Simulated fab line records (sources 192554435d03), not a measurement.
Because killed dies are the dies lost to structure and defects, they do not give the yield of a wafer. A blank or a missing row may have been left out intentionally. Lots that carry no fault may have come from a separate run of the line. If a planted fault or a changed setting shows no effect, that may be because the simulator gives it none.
fab line records	flow n5Finfet
[record] lots = 6	wafers = 18	lastDay = 18
route steps=1938 shown MOL_CONTACT_COAG@532 BEOL_M4@1111 PASSIVATION@1936
lots with no fault: from the same line, run without faults
startH: hours from the record's opening day to when the first of the lot's shown wafers began	waitH: time in hours since the lot's previous step	" same as the row above	L1.1+2: one row covering several wafers at once	- value missing, or start not given	* or withheld: withheld	< > ~ a bound
route shown NAME@n: a module of which the file shows steps, and the number in the route of the first	usual: mean and standard deviation over wafers with no fault	same: alike in all rows	chamber/n: place in a boat	sites: readings site by site	_std_site: standard deviation of those values	_edge_site: outer sites' mean less inner sites'	radiusMm: for every site, how far away it sits from the centre of the wafer	mask NAME#n: copy n	behind: the tool/chamber that last shaped the wafer	hold: why the lot was held/for how many hours/how that ended	device: names the non-switching transistor (n, p or np)	end of line: the route-end tests of the same wafers	a step without rows: its recipe alone	killed: not the wafer's yield, but the dies lost to structure and defects at the first sort	map: the dies of a wafer, with x for killed, . for not killed, _ for no die there
set.NAME: the setting the step ran with; set.NAME@STEP: the setting that earlier step ran with	model.NAME: the simulator's own value behind a step, which no gauge read
lots seen at some steps along the route; tables by step, rows by wafer
services: from which hour (startH, from the record's first day; less than 0 if before it) a tool's chamber was out of use, for how many hours, and why
[[steps]]
[step N5_MOL_CONTACT_COAG_ETCH_106]
[recipe] chemistry = N2/H2	target = SOC	targetDepthA = 800	overetchA = 160	maskMaterial = SiARC	tempC = 40	timeS = 120	ionEnergyEv = 200	pressureMtorr = 30	sourceW = 840	biasW = 150	n2FlowSccm = 200	h2FlowSccm = 200
[usual] drypumpMotorCurrentA = 5.7/0.48	h2FlowSccm = 200.0/0.63	oesProductAu = 0.70/0.081	rfVppV = 524.8/2.1	showerheadPlenumPTorr = 2.57/0.065	throttleValvePct = 17.82/0.19
lot.wafer	tool	chamber	startH	waitH	drypumpMotorCurrentA	h2FlowSccm	oesProductAu	rfHoursCounterH	rfVppV	showerheadPlenumPTorr	throttleValvePct
L925.1	rieDiel-05	0	95.97	0.0	6.2	200.2	0.66	142	524.4	2.54	17.94
L925.4	"	2	"	"	5.5	199.2	0.64	189	523.6	2.53	17.78
L925.6	"	2	"	"	5.5	199.7	0.64	-	522.6	2.53	17.79
L930.1	rieDiel-05	3	124.81	0.0	5.3	199.6	0.81	11	524.2	2.61	17.78
L930.2	"	1	"	"	5.4	198.8	0.67	153	523.5	2.54	18.00
L930.4	"	0	"	"	6.3	201.3	0.66	151	524.0	2.53	17.96
L931.3	rieDiel-06	2	131.52	0.0	6.3	199.0	0.65	190	523.1	2.52	17.81
L931.4	"	0	"	"	5.8	200.2	0.81	21	526.2	2.58	17.77
L931.6	"	2	"	"	6.3	200.0	0.64	-	522.3	2.52	17.83
L941.2	rieDiel-05	3	191.22	0.0	5.3	199.5	0.77	33	525.4	2.60	17.82
L941.3	"	2	"	"	5.5	199.2	0.62	222	522.8	2.52	17.86
L941.5	"	3	"	"	5.3	200.2	0.78	-	524.0	2.60	17.81
L944.3	rieDiel-02	1	205.40	0.0	5.0	198.5	0.63	232	523.1	2.50	17.88
L944.4	"	3	"	"	6.4	199.4	0.80	22	527.7	2.68	17.44
L944.6	"	0	"	"	5.2	199.1	0.63	-	526.0	2.60	18.13
L945.2	rieDiel-02	2	211.71	0.0	5.8	200.4	0.75	56	523.9	2.57	17.78
L945.3	"	0	"	"	5.2	200.1	0.62	235	526.0	2.60	18.14
L945.5	"	3	"	"	6.3	200.0	0.81	-	528.3	2.68	17.44
[step N5_MOL_CONTACT_COAG_STRIP_107]
[recipe] chemistry = N2/H2	tempC = 40	n2FlowSccm = 200	h2FlowSccm = 200	rfFrequencyHz = 6e+07
[step N5_MOL_CONTACT_COAG_STRIP_108]
[recipe] chemistry = N2/H2	tempC = 40	n2FlowSccm = 200	h2FlowSccm = 200	rfFrequencyHz = 6e+07
[step N5_MOL_CONTACT_COAG_CONTACT_ETCH_14]
[recipe] chemistry = C4F6/O2	target = SiO2	targetDepthA = 275	overetchA = 85	maskMaterial = SOC	pressureMtorr = 30	sourceW = 370	biasW = 185	Ar_flow_sccm = 300	C4F6_flow_sccm = 16	O2_flow_sccm = 10	timeS = 20	ionEnergyEv = 259.6
[usual] drypumpMotorCurrentA = 5.6/0.48	oesProductAu = 0.67/0.078	rfVppV = 693.8/2.5	showerheadPlenumPTorr = 2.91/0.065	throttleValvePct = 21.28/0.18
lot.wafer	tool	chamber	startH	waitH	drypumpMotorCurrentA	oesProductAu	rfHoursCounterH	rfVppV	showerheadPlenumPTorr	throttleValvePct
L925.1	rieDiel-05	0	96.07	0.0	6.2	0.62	142	692.3	2.88	21.42
L925.4	"	2	"	"	5.5	0.61	189	690.6	2.87	21.28
L925.6	"	2	"	"	5.5	0.61	-	692.0	2.87	21.29
L930.1	rieDiel-05	3	124.91	0.0	5.3	0.78	11	694.2	2.93	21.01
L930.2	"	1	"	"	5.4	0.64	153	692.5	2.85	21.35
L930.4	"	0	"	"	6.2	0.62	151	692.6	2.87	21.45
L931.3	rieDiel-06	2	131.62	0.0	6.3	0.61	190	691.6	2.86	21.34
L931.4	"	0	"	"	5.8	0.77	21	693.2	2.92	21.15
L931.6	"	2	"	"	6.3	0.61	-	691.8	2.86	21.34
L941.2	rieDiel-05	3	191.32	0.0	5.3	0.74	33	694.7	2.92	21.05
L941.3	"	2	"	"	5.5	0.59	222	692.4	2.86	21.32
L941.5	"	3	"	"	5.4	0.74	-	693.7	2.92	21.05
L944.3	rieDiel-02	1	205.50	0.0	5.0	0.59	232	691.8	2.86	21.43
L944.4	"	3	"	"	6.4	0.76	22	698.2	3.03	21.02
L944.6	"	0	"	"	5.2	0.60	-	695.3	2.94	21.55
L945.2	rieDiel-02	2	211.81	0.0	5.8	0.71	56	693.4	2.91	21.18
L945.3	"	0	"	"	5.2	0.60	236	695.6	2.94	21.57
L945.5	"	3	"	"	6.3	0.77	-	698.9	3.02	21.02
[step N5_MOL_CONTACT_COAG_STRIP_109]
[recipe] chemistry = C4F6/O2	resist = SiARC	rfFrequencyHz = 6e+07
[step N5_MOL_CONTACT_COAG_ETCH_15]
[recipe] chemistry = CH3F/O2	target = SiNx	targetDepthA = 70	maskMaterial = SOC	stopOn = Si:P	overEtchFrac = 0.75	ionEnergyEv = 120	pressureMtorr = 30	sourceW = 395	biasW = 73	Ar_flow_sccm = 150	CH3F_flow_sccm = 30	O2_flow_sccm = 20
[usual] drypumpMotorCurrentA = 5.6/0.48	oesProductAu = 0.57/0.067	rfVppV = 295/4.5	showerheadPlenumPTorr = 2.02/0.048	throttleValvePct = 16.35/0.2
lot.wafer	tool	chamber	startH	waitH	drypumpMotorCurrentA	oesProductAu	rfHoursCounterH	rfVppV	showerheadPlenumPTorr	throttleValvePct
L925.1	rieDiel-05	0	96.10	0.0	6.2	0.53	142	298	2.00	16.51
L925.4	"	2	"	"	5.5	0.52	189	299	1.99	16.34
L925.6	"	2	"	"	5.5	0.52	-	299	1.99	16.35
L930.1	rieDiel-05	3	124.94	0.0	5.3	0.67	11	290	2.04	16.04
L930.2	"	1	"	"	5.4	0.55	153	294	1.98	16.46
L930.4	"	0	"	"	6.2	0.53	151	300	2.00	16.50
L931.3	rieDiel-06	2	131.66	0.0	6.3	0.53	190	308	1.99	16.44
L931.4	"	0	"	"	5.8	0.67	21	301	2.03	16.12
L931.6	"	2	"	"	6.3	0.53	-	306	1.99	16.44
L941.2	rieDiel-05	3	191.36	0.0	5.3	0.64	33	291	2.03	16.07
L941.3	"	2	"	"	5.5	0.50	222	298	1.98	16.40
L941.5	"	3	"	"	5.3	0.63	-	291	2.03	16.10
L944.3	rieDiel-02	1	205.54	0.0	5.0	0.51	232	295	1.98	16.46
L944.4	"	3	"	"	6.4	0.66	22	300	2.11	16.10
L944.6	"	0	"	"	5.2	0.51	-	292	2.05	16.67
L945.2	rieDiel-02	2	211.84	0.0	5.8	0.61	56	291	2.02	16.21
L945.3	"	0	"	"	5.2	0.51	236	292	2.05	16.67
L945.5	"	3	"	"	6.4	0.65	-	299	2.11	16.11
[step N5_MOL_CONTACT_COAG_ETCH_110]
[recipe] chemistry = CF4/O2	target = Si	targetDepthA = 25	timeS = 8	pressureMtorr = 100	sourceW = 200	biasW = 12	ionEnergyEv = 60	Ar_flow_sccm = 100	cf4FlowSccm = 100	O2_flow_sccm = 10
[step N5_MOL_CONTACT_COAG_STRIP_98]
[recipe] chemistry = N2/H2	powerW = 500	tempC = 40	pressureMtorr = 50	rfFrequencyHz = 6e+07	overashFraction = 0.3	biasPowerW = 8	h2Frac = 0.5	n2FlowSccm = 300	h2FlowSccm = 300
[step N5_MOL_CONTACT_COAG_CD_MEAS_99]
[recipe] targetCdNm = 17.2	polarity = opening
[usual] cdNm = 17.1/0.33
lot.wafer	tool	chamber	startH	waitH	cdNm
L925.1	cdSem-03	-	96.28	-	17.1
L925.4	"	-	"	"	17.2
L925.6	"	-	"	"	16.9
L930.1	cdSem-02	-	125.12	-	16.7
L930.2	"	-	"	"	17.5
L930.4	"	-	"	"	17.6
L931.3	cdSem-01	-	131.84	-	16.7
L931.4	"	-	"	"	16.9
L931.6	"	-	"	"	17.5
L941.2	cdSem-03	-	191.54	-	17.5
L941.3	"	-	"	"	17.4
L941.5	"	-	"	"	17.7
L944.3	cdSem-02	-	205.72	-	16.7
L944.4	"	-	"	"	17.3
L944.6	"	-	"	"	17.6
L945.2	cdSem-03	-	212.02	-	17.3
L945.3	"	-	"	"	17.0
L945.5	"	-	"	"	17.2
[step N5_MOL_CONTACT_COAG_IMPLANT_129]
[recipe] species = Ge	energyKev = 3	doseCm2 = 6e+14	tiltDeg = 0	rotationDeg = 0
[step N5_MOL_CONTACT_COAG_PRECLEAN_111]
[recipe] chemistry = NF3:NH3	afsCycles = 1	tempC = 30	timeS = 20	sublimationTempC = 180	sublimationTimeS = 60	pressureTorr = 3	rfPowerW = 30
[step N5_MOL_CONTACT_COAG_TI_SIL_19]
[recipe] material = Ti	targetThkA = 42	tempC = 200	chamberPressurePa = 5	powerW = 5000	timeS = 15
[usual] chamberPressurePa = 5.000/0.0097	throttleValvePct = 30.1/0.92
lot.wafer	tool	chamber	startH	waitH	chamberPressurePa	throttleValvePct
L925.1	pvdSputter-01	-	96.75	0.2	5.001	31.8
L925.4	"	-	"	"	4.996	28.9
L925.6	"	-	"	"	5.000	28.9
L930.1	pvdSputter-02	-	125.77	0.3	5.002	29.6
L930.2	"	-	"	"	4.998	29.7
L930.4	"	-	"	"	4.999	30.5
L931.3	pvdSputter-03	-	132.32	0.1	4.983	29.8
L931.4	"	-	"	"	5.005	30.3
L931.6	"	-	"	"	4.979	30.3
L941.2	pvdSputter-03	-	193.23	0.2	4.999	30.2
L941.3	"	-	"	"	4.995	28.5
L941.5	"	-	"	"	4.988	29.9
L944.3	pvdSputter-03	-	206.37	0.2	4.990	29.8
L944.4	"	-	"	"	5.005	31.1
L944.6	"	-	"	"	5.001	30.9
L945.2	pvdSputter-01	-	213.02	0.3	5.006	32.0
L945.3	"	-	"	"	5.012	28.7
L945.5	"	-	"	"	5.002	29.4
[step N5_MOL_CONTACT_COAG_ALD_20]
[recipe] material = TiN	targetThkA = 15	tempC = 400	aldPrecursorFamily = TiCl4	aldCoReactant = NH3	pulseTimeS = 1	purgeTimeS = 3	coReactantPurgeTimeS = 2	coReactantPulseTimeS = 2	aldCycles = 68	pressureTorr = 3
[usual] chamberPressureTorr = 2.999/0.0063	heaterPowerW = 819/86	precursorPulseHeightRel = 0.999/0.021	susceptorTempC = 399.98/0.24
[same] aldCycles = 68	coReactantPulseTimeS = 2
lot.wafer	tool	chamber	startH	waitH	chamberPressureTorr	heaterPowerW	precursorPulseHeightRel	susceptorTempC
L925.1	aldMetal-04	0	96.94	0.1	2.994	926	0.963	399.63
L925.4	"	0	"	"	2.999	933	0.982	399.88
L925.6	"	3	"	"	3.010	691	0.996	399.76
L930.1	aldMetal-01	0	125.89	0.1	3.000	809	1.023	399.79
L930.2	"	1	"	"	2.992	614	0.986	387.58
L930.4	"	3	"	"	2.996	859	1.030	399.81
L931.3	aldMetal-01	2	132.44	0.1	3.004	902	1.007	399.76
L931.4	"	3	"	"	3.008	839	0.982	400.11
L931.6	"	1	"	"	2.995	630	0.986	387.87
L941.2	aldMetal-01	1	193.35	0.1	2.991	674	0.953	399.78
L941.3	"	2	"	"	3.004	896	1.007	400.09
L941.5	"	2	"	"	3.010	901	0.988	400.44
L944.3	aldMetal-02	0	206.49	0.1	2.999	925	0.978	400.36
L944.4	"	2	"	"	2.991	738	1.059	400.33
L944.6	"	0	"	"	2.998	909	1.003	400.10
L945.2	aldMetal-01	0	213.14	0.1	3.007	797	1.037	400.25
L945.3	"	3	"	"	2.997	862	1.002	399.75
L945.5	"	3	"	"	3.000	871	1.021	400.13
[step N5_MOL_CONTACT_COAG_SIL_ANNEAL_21]
[recipe] tempC = 550	timeS = 60	ambient = N2
[usual] lampPowerPct = 6.1/0.39	wafer_temp_C_max = 553.0/0.59
lot.wafer	tool	chamber	startH	waitH	lampPowerPct	wafer_temp_C_max
L925.1	rtpAnneal-01	0	97.32	0.2	6.4	553.6
L925.4	"	0	"	"	6.4	553.3
L925.6	"	0	"	"	6.4	552.9
L930.1	rtpAnneal-02	0	126.27	0.2	5.6	554.0
L930.2	"	0	"	"	5.6	552.4
L930.4	"	0	"	"	5.6	553.0
L931.3	rtpAnneal-01	0	132.88	0.3	6.4	552.2
L931.4	"	0	"	"	6.4	552.4
L931.6	"	0	"	"	6.4	552.7
L941.2	rtpAnneal-01	0	193.76	0.2	6.4	552.5
L941.3	"	0	"	"	6.4	552.7
L941.5	"	0	"	"	6.4	553.4
L944.3	rtpAnneal-01	0	206.93	0.3	6.4	552.9
L944.4	"	0	"	"	6.4	553.9
L944.6	"	0	"	"	6.4	553.3
L945.2	rtpAnneal-01	0	213.55	0.2	6.4	553.9
L945.3	"	0	"	"	6.4	553.3
L945.5	"	0	"	"	6.4	553.0
[step N5_BEOL_M4_RC_MEAS_101]
[usual] DIBL_N = 36.0/1.6	DIBL_P = 35.8/2	IOFF_N = 0.152/0.03	IOFF_P = 0.20/0.031	ION_N = 670/12	ION_P = 459/7.4	SS_N = 71.5/0.56	SS_P = 73.2/0.64	VT_N = 251/3.5	VT_P = -252/3.3
lot.wafer	tool	chamber	startH	waitH	DIBL_N[mV/V]	DIBL_P[mV/V]	IOFF_N[nA/um]	IOFF_P[nA/um]	ION_N[uA/um]	ION_P[uA/um]	SS_N[mV/dec]	SS_P[mV/dec]	VT_N[mV]	VT_P[mV]
L925.1	prober-02	0	203.67	0.0	35.3	33.7	0.129	0.17	662	457	71.2	72.3	254	-255
L925.4	"	0	"	"	36.3	34.5	0.146	0.18	672	459	71.9	72.6	253	-252
L925.6	"	0	"	"	37.2	35.6	0.158	0.21	677	464	71.4	72.8	251	-251
L930.1	prober-02	0	238.84	0.0	39.8	40.2	0.254	0.27	701	467	72.1	74.8	241	-246
L930.2	"	0	"	"	36.8	36.3	0.168	0.19	676	456	71.7	72.9	250	-253
L930.4	"	0	"	"	36.4	36.6	0.169	0.20	684	463	71.2	73.4	249	-254
L931.3	prober-01	0	241.69	0.3	38.7	37.2	0.189	0.24	674	461	72.8	73.8	248	-248
L931.4	"	0	"	"	37.1	35.6	0.155	0.22	664	460	71.8	73.9	253	-248
L931.6	"	0	"	"	36.7	34.9	0.148	0.20	684	465	71.5	73.1	251	-250
L941.2	prober-02	0	292.00	0.2	35.6	32.7	0.127	0.16	656	443	71.8	73.0	254	-257
L941.3	"	0	"	"	35.2	33.2	0.122	0.15	659	443	71.1	73.0	256	-258
L941.5	"	0	"	"	34.1	32.0	0.109	0.14	673	459	71.4	71.8	257	-258
L945.2	prober-02	0	316.10	0.2	34.0	34.0	0.109	0.15	661	451	70.5	72.5	257	-254
L945.3	"	0	"	"	36.6	36.9	0.150	0.18	665	454	70.7	73.3	252	-254
L945.5	"	0	"	"	33.0	33.0	0.098	0.14	648	449	70.2	72.2	253	-256
L944.3	prober-02	0	329.27	0.3	34.8	33.4	0.128	0.20	659	464	71.4	73.2	252	-246
L944.4	"	0	"	"	36.7	35.4	0.155	0.24	676	468	71.2	73.9	249	-246
L944.6	"	0	"	"	36.1	34.2	0.141	0.21	667	461	71.7	73.1	251	-248
[step N5_PASSIVATION_PROBE_49]
[usual] defectLimitedYield = 91.6/1.4	killed_at_M0_to_M3 = 33/10	killed_at_M4_up = 13/5.3	killedAtContacts = 13/5.9	killedAtFrontEnd = 36/12	killedAtOther = 4/3.1	killedDies = 99/16	killedOpen = 65/13	killedShort = 32/7.3	sort_bin_5_function = 4.9/0.9	sort_bin_6_memory = 3.1/0.66	sortNPass = 1081/17	sortYieldPct = 91.6/1.4
[same] grossDies = 1180	killedAtBackSide = 0	sort_bin_4_leakage[%] = 0	sort_bin_8_speed[%] = 0
lot.wafer	tool	chamber	startH	waitH	defectLimitedYield[%]	killed_at_M0_to_M3	killed_at_M4_up	killedAtContacts	killedAtFrontEnd	killedAtOther	killedDies	killedOpen	killedShort	sort_bin_5_function[%]	sort_bin_6_memory[%]	sortNPass	sortYieldPct[%]
L925.1	prober-01	-	312.24	0.0	93.3	24	12	12	23	8	79	53	24	3.1	2.9	1101	93.3
L925.4	prober-01	-	312.39	0.2	92.2	47	9	12	23	1	92	63	28	4.4	3.2	1088	92.2
L925.6	prober-01	-	312.49	0.3	92.5	24	17	14	29	5	89	48	38	4.6	2.7	1091	92.5
L931.3	prober-01	-	341.50	0.1	92.0	20	15	16	40	3	94	67	26	5.0	2.8	1086	92.0
L931.4	prober-01	-	341.55	0.2	91.4	34	17	13	28	9	101	69	32	6.1	2.3	1079	91.4
L931.6	prober-01	-	341.65	0.3	91.9	37	11	8	35	4	95	52	42	4.3	3.6	1085	91.9
L941.2	prober-02	-	394.09	0.1	90.3	39	13	9	52	1	114	68	38	5.4	3.5	1066	90.3
L941.3	prober-02	-	394.14	0.1	90.3	26	15	21	49	3	114	82	32	5.7	3.6	1066	90.3
L941.5	prober-02	-	394.24	0.2	94.2	19	9	7	32	2	69	40	23	3.4	2.2	1111	94.2
L944.3	prober-02	-	439.35	0.1	91.9	29	7	11	47	2	96	62	34	5.1	2.6	1084	91.9
L944.4	prober-02	-	439.40	0.2	86.4	44	11	16	87	2	160	109	45	8.1	4.9	1020	86.4
L944.6	prober-02	-	439.50	0.3	90.5	43	7	10	49	3	112	74	37	5.8	3.6	1068	90.5
// killed by level:class
L925.1 MOL_CONTACT_COAG:geometricParticle:open=8 BEOL_M2:geometricParticle:open=8 FIN_SAQP:geometricParticle:open=4 GATE_CUT:geometricParticle:short=4 MOL_CONTACT_COAG:geometricParticle:short=4 BEOL_M0_SAQP:geometricParticle:short=4 BEOL_M4:geometricParticle:open=4 BEOL_M6:geometricParticle:open=4
L925.4 BEOL_M2:geometricParticle:open=11 MOL_CONTACT_COAG:geometricParticle:open=9 BEOL_M0_SAQP:geometricParticle:short=8 BEOL_M0_SAQP:geometricParticle:open=7 BEOL_M1:geometricParticle:open=6 BEOL_M3:geometricParticle:open=6 STARTING-WAFER:geometricParticle:open=4 BEOL_M3:geometricParticle:short=4
L925.6 MOL_CONTACT_COAG:geometricParticle:open=11 FIN_SAQP:geometricParticle:short=7 BEOL_M4:geometricParticle:open=7 BEOL_M0_SAQP:geometricParticle:short=6 ILD0:geometricParticle:short=4 BEOL_M2:geometricParticle:open=4 BEOL_M3:geometricParticle:short=4 DUMMY_GATE:geometricParticle:open=3
L931.3 MOL_CONTACT_COAG:geometricParticle:open=16 GATE_CUT:geometricParticle:short=8 BEOL_M4:geometricParticle:open=7 FIN_SAQP:geometricParticle:open=6 STI_FIN_REVEAL:geometricParticle:open=6 BEOL_M0_SAQP:geometricParticle:open=5 FIN_SAQP:geometricParticle:short=4 GATE_CUT:geometricParticle:open=4
L931.4 BEOL_M3:geometricParticle:open=11 MOL_CONTACT_COAG:geometricParticle:open=10 BEOL_M0_SAQP:geometricParticle:short=10 GATE_CUT:geometricParticle:open=9 BEOL_M4:geometricParticle:open=7 BEOL_M0_SAQP:geometricParticle:open=6 FIN_SAQP:geometricParticle:open=4 STI_FIN_REVEAL:geometricParticle:open=3
L931.6 FIN_SAQP:geometricParticle:open=8 BEOL_M2:geometricParticle:short=8 BEOL_M1:geometricParticle:open=7 STI_FIN_REVEAL:geometricParticle:open=6 MOL_CONTACT_COAG:geometricParticle:open=6 BEOL_M0_SAQP:geometricParticle:short=5 BEOL_M1:geometricParticle:short=4 BEOL_M2:geometricParticle:open=4
L941.2 FIN_SAQP:geometricParticle:open=17 BEOL_M0_SAQP:geometricParticle:short=12 BEOL_M0_SAQP:geometricParticle:open=12 STI_FIN_REVEAL:geometricParticle:open=10 MOL_CONTACT_COAG:geometricParticle:open=8 BEOL_M1:geometricParticle:short=8 BEOL_M1:geometricParticle:open=7 HKMG_FIN:areaEtch=7
L941.3 STI_FIN_REVEAL:geometricParticle:open=17 MOL_CONTACT_COAG:geometricParticle:open=15 FIN_SAQP:geometricParticle:open=14 BEOL_M0_SAQP:geometricParticle:open=9 MOL_CONTACT_COAG:geometricParticle:short=6 BEOL_M4:geometricParticle:open=6 STI_FIN_REVEAL:geometricParticle:short=5 BEOL_M0_SAQP:geometricParticle:short=5
L941.5 FIN_SAQP:geometricParticle:open=8 FIN_SAQP:geometricParticle:short=6 MOL_CONTACT_COAG:geometricParticle:open=6 BEOL_M4:geometricParticle:open=6 BEOL_M0_SAQP:geometricParticle:short=5 BEOL_M0_SAQP:geometricParticle:open=4 STI_FIN_REVEAL:geometricParticle:open=3 ILD0:geometricParticle:short=3
L944.3 STI_FIN_REVEAL:geometricParticle:open=24 BEOL_M0_SAQP:geometricParticle:short=13 MOL_CONTACT_COAG:geometricParticle:open=11 FIN_SAQP:geometricParticle:short=7 FIN_SAQP:geometricParticle:open=4 STI_FIN_REVEAL:geometricParticle:short=4 BEOL_M0_SAQP:geometricParticle:open=4 BEOL_M0:geometricParticle:open=4
L944.4 STI_FIN_REVEAL:geometricParticle:open=35 FIN_SAQP:geometricParticle:short=11 MOL_CONTACT_COAG:geometricParticle:open=11 FIN_SAQP:geometricParticle:open=10 BEOL_M0_SAQP:geometricParticle:short=9 BEOL_M3:geometricParticle:open=8 BEOL_M0_SAQP:geometricParticle:open=8 BEOL_M5:geometricParticle:open=5
L944.6 STI_FIN_REVEAL:geometricParticle:open=17 BEOL_M0_SAQP:geometricParticle:short=13 FIN_SAQP:geometricParticle:open=12 BEOL_M0_SAQP:geometricParticle:open=12 FIN_SAQP:geometricParticle:short=10 MOL_CONTACT_COAG:geometricParticle:open=9 BEOL_M3:geometricParticle:open=7 BEOL_M1:geometricParticle:open=4
[[services]]
tool	chamber	startH	hours	kind
aldMetal-04	1	77.86	26.0	repair
pvdSputter-03	-	79.64	42.5	repair
rieDiel-02	2	98.10	16.2	repair
rieDiel-02	3	114.42	-	clean
rieDiel-02	3	114.42	-	consumableReplace:focusRing
rieDiel-02	3	114.42	-	consumableReplace:showerhead
rieDiel-02	3	114.42	17.7	scheduledDown
rieDiel-02	3	114.42	17.7	ventCycle
aldMetal-04	-	115.64	0.8	repair
rieDiel-05	3	118.81	5.5	repair
aldMetal-02	3	143.51	13.5	repair
pvdSputter-01	-	143.59	5.2	repair
rieDiel-02	0	153.84	5.9	repair
rieDiel-02	1	156.34	5.9	repair
aldMetal-02	-	159.49	8.7	pm
aldMetal-01	0	184.23	9.4	repair
aldMetal-04	0	188.67	-	calibration
rieDiel-02	0	190.66	4.0	repair
aldMetal-04	-	200.56	1.5	repair
aldMetal-01	-	203.04	8.7	pm
rieDiel-02	2	212.97	7.8	repair
[[key]]
[firstSign] step = N5_MOL_CONTACT_COAG_ALD_20	reading = susceptorTempC	direction = down	sigmas = 52	usual = *	struck = *
effect none on later readings
metAt N5_MOL_CONTACT_COAG_ALD_20
struckWafers L930.2,L931.6
[baselineLoss] step = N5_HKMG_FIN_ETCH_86	wafers = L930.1
[fault] kind = processParameterDrift	tool = aldMetal-01	chamber = 1	onsetH = 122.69	steps = N5_MOL_CONTACT_COAG_ALD_20	channel = tempC	offset = *	shape = step	endH = 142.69	actsIn = *	stated = *
// baselineLoss: these wafers lose ten dies or more at that step, a loss of the line's own and not of a fault; the sort's usual values leave them out
